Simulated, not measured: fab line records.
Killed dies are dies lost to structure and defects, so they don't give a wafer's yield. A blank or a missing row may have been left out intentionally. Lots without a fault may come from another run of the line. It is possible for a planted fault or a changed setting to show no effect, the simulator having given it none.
Chamber matching :: flow n5 finfet :: N5_SD_EPI_N_ETCH_45 on rie diel-04 has 4 sister chambers
The step etches SiOCN in CH3F/O2, target depth 6 nm. 22 wafers are shown with their chamber, then 11 later ones without.

## WAFERS, EACH WITH ITS CHAMBER
wafer: L075.1
chamber: 2
showerhead plenum p Torr (Torr): 1.95
drypump motor current A (A): 5.7
oes product au (a.u.): 0.69

wafer: L075.3
chamber: 0
showerhead plenum p Torr (Torr): 2.08
drypump motor current A (A): 6.7
oes product au (a.u.): 0.77

wafer: L075.5
chamber: 3
showerhead plenum p Torr (Torr): 1.95
drypump motor current A (A): 6.2
oes product au (a.u.): 0.82

wafer: L077.1
chamber: 2
showerhead plenum p Torr (Torr): 1.95
drypump motor current A (A): 5.7
oes product au (a.u.): 0.69

wafer: L077.3
chamber: 0
showerhead plenum p Torr (Torr): 2.08
drypump motor current A (A): 6.7
oes product au (a.u.): 0.77

wafer: L077.6
chamber: 2
showerhead plenum p Torr (Torr): 1.95
drypump motor current A (A): 5.7
oes product au (a.u.): 0.69

wafer: L079.1
chamber: 3
showerhead plenum p Torr (Torr): 1.95
drypump motor current A (A): 6.2
oes product au (a.u.): 0.81

wafer: L079.3
chamber: 0
showerhead plenum p Torr (Torr): 2.08
drypump motor current A (A): 6.7
oes product au (a.u.): 0.77

wafer: L079.6
chamber: 1
showerhead plenum p Torr (Torr): 2.07
drypump motor current A (A): 5.8
oes product au (a.u.): 0.74

wafer: L080.1
chamber: 1
showerhead plenum p Torr (Torr): 2.07
drypump motor current A (A): 5.9
oes product au (a.u.): 0.73

wafer: L080.3
chamber: 3
showerhead plenum p Torr (Torr): 1.95
drypump motor current A (A): 6.2
oes product au (a.u.): 0.80

wafer: L080.5
chamber: 2
showerhead plenum p Torr (Torr): 1.94
drypump motor current A (A): 5.7
oes product au (a.u.): 0.69

wafer: L082.1
chamber: 2
showerhead plenum p Torr (Torr): 1.94
drypump motor current A (A): 5.6
oes product au (a.u.): 0.67

wafer: L082.2
chamber: 0
showerhead plenum p Torr (Torr): 2.07
drypump motor current A (A): 6.7
oes product au (a.u.): 0.76

wafer: L082.3
chamber: 3
showerhead plenum p Torr (Torr): 1.95
drypump motor current A (A): 6.2
oes product au (a.u.): 0.80

wafer: L084.2
chamber: 1
showerhead plenum p Torr (Torr): 2.07
drypump motor current A (A): 5.8
oes product au (a.u.): 0.72

wafer: L084.3
chamber: 3
showerhead plenum p Torr (Torr): 1.95
drypump motor current A (A): 6.2
oes product au (a.u.): 0.80

wafer: L084.5
chamber: 2
showerhead plenum p Torr (Torr): 1.94
drypump motor current A (A): 5.7
oes product au (a.u.): 0.68

wafer: L087.1
chamber: 3
showerhead plenum p Torr (Torr): 1.95
drypump motor current A (A): 6.2
oes product au (a.u.): 0.80

wafer: L087.3
chamber: 2
showerhead plenum p Torr (Torr): 1.94
drypump motor current A (A): 5.7
oes product au (a.u.): 0.67

wafer: L087.6
chamber: 1
showerhead plenum p Torr (Torr): 2.07
drypump motor current A (A): 5.9
oes product au (a.u.): 0.72

wafer: L088.1
chamber: 0
showerhead plenum p Torr (Torr): 2.07
drypump motor current A (A): 6.7
oes product au (a.u.): 0.76

SIGNATURES (means of the wafers above)
reading: showerhead plenum p Torr
chamber 0: 2.0760
chamber 1: 2.0700
chamber 2: 1.9443
chamber 3: 1.9500
scatter within a chamber: 0.00402

reading: drypump motor current A
chamber 0: 6.700
chamber 1: 5.850
chamber 2: 5.686
chamber 3: 6.200
scatter within a chamber: 0.0321

reading: oes product au
chamber 0: 0.7660
chamber 1: 0.7275
chamber 2: 0.6829
chamber 3: 0.8050
scatter within a chamber: 0.00846
Rule: a wafer lies at a distance from a chamber equal to the root of the sum of squares, over the readings, of (its reading less the chamber's mean, divided by the reading's scatter). The wafer belongs to the nearest chamber; if the next one is less than 2 further off, it can't be placed. How the scatter is found: for the shown wafers, subtract from each reading the mean of its chamber, square and add these, divide the total by (wafers less chambers), then take the root.

## WAFERS WITH NO CHAMBER GIVEN
wafer: L088.3
showerhead plenum p Torr (Torr): 1.94
drypump motor current A (A): 6.2
oes product au (a.u.): 0.79

wafer: L088.5
showerhead plenum p Torr (Torr): 1.94
drypump motor current A (A): 5.7
oes product au (a.u.): 0.68

wafer: L089.4
showerhead plenum p Torr (Torr): 2.06
drypump motor current A (A): 5.9
oes product au (a.u.): 0.71

wafer: L089.5
showerhead plenum p Torr (Torr): 1.94
drypump motor current A (A): 5.7
oes product au (a.u.): 0.68

wafer: L089.6
showerhead plenum p Torr (Torr): 1.94
drypump motor current A (A): 6.2
oes product au (a.u.): 0.78

wafer: L095.1
showerhead plenum p Torr (Torr): 2.06
drypump motor current A (A): 5.9
oes product au (a.u.): 0.70

wafer: L095.3
showerhead plenum p Torr (Torr): 1.94
drypump motor current A (A): 6.2
oes product au (a.u.): 0.77

wafer: L095.4
showerhead plenum p Torr (Torr): 2.06
drypump motor current A (A): 6.7
oes product au (a.u.): 0.74

wafer: L097.2
showerhead plenum p Torr (Torr): 2.06
drypump motor current A (A): 6.6
oes product au (a.u.): 0.74

wafer: L097.5
showerhead plenum p Torr (Torr): 1.93
drypump motor current A (A): 5.7
oes product au (a.u.): 0.96

wafer: L097.6
showerhead plenum p Torr (Torr): 1.94
drypump motor current A (A): 6.2
oes product au (a.u.): 0.76

## WHICH CHAMBER EACH ONE RAN IN
wafer: L088.3
from the rows above: 3
in truth: 3

wafer: L088.5
from the rows above: 2
in truth: 2

wafer: L089.4
from the rows above: 1
in truth: 1

wafer: L089.5
from the rows above: 2
in truth: 2

wafer: L089.6
from the rows above: 3
in truth: 3

wafer: L095.1
from the rows above: 1
in truth: 1

wafer: L095.3
from the rows above: 3
in truth: 3

wafer: L095.4
from the rows above: 0
in truth: 0

wafer: L097.2
from the rows above: 0
in truth: 0

wafer: L097.5
from the rows above: 3
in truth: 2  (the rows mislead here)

wafer: L097.6
from the rows above: 3
in truth: 3
Correctly placed: 10 of 11. Number that these rows cannot place: 0. 1 placed wrongly.
